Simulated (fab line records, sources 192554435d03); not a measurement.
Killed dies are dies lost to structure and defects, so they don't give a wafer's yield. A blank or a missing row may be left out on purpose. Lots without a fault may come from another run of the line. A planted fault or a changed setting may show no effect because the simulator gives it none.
Chamber matching | flow n5_finfet | N5_HKMG_FIN_ALD_74 on ald_hk-02: 4 sister chambers
The step deposits La2O3, target thk 0.5 nm, pulse time 6 s, co reactant pulse time 1 s. 4 wafers are shown with their chamber, then 9 later ones without.

WAFERS WITH THEIR CHAMBER
wafer  | chamber | heater_power_w (W)
L082.1 | 1       | 414
L087.1 | 0       | 358
L087.2 | 2       | 451
L087.3 | 3       | 383

WAFERS WITHOUT THEIR CHAMBER
wafer  | heater_power_w (W)
L088.1 | 350
L088.4 | 455
L088.6 | 452
L089.1 | 405
L089.2 | 377
L089.3 | 465
L094.2 | 436
L094.3 | 404
L094.6 | 416

WHICH CHAMBER EACH WENT THROUGH
wafer  | from the rows above     | in truth
L088.1 | 0                       | 0
L088.4 | 2                       | 2
L088.6 | 2                       | 2
L089.1 | can't be placed: 1 or 3 | 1
L089.2 | can't be placed: 3 or 0 | 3
L089.3 | 2                       | 2
L094.2 | can't be placed: 2 or 1 | 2
L094.3 | can't be placed: 1 or 3 | 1
L094.6 | 1                       | 1
Placed correctly: 5 of 9. Can't be placed from these rows: 4 (the true chamber is among the candidates in 4). Placed wrongly: 0.
How it was worked out, from the rows above alone: a wafer's distance from a chamber is the root of the sum, over the readings, of the square of ((its reading less the chamber's mean) divided by the reading's scatter). The wafer belongs to the nearest chamber; if the next one is less than 2 further off, it can't be placed. A chamber's mean is the mean of its shown wafers. The scatter: with one shown wafer a chamber, the root of the mean of the squares of how far each hidden wafer lies from its nearest shown one.
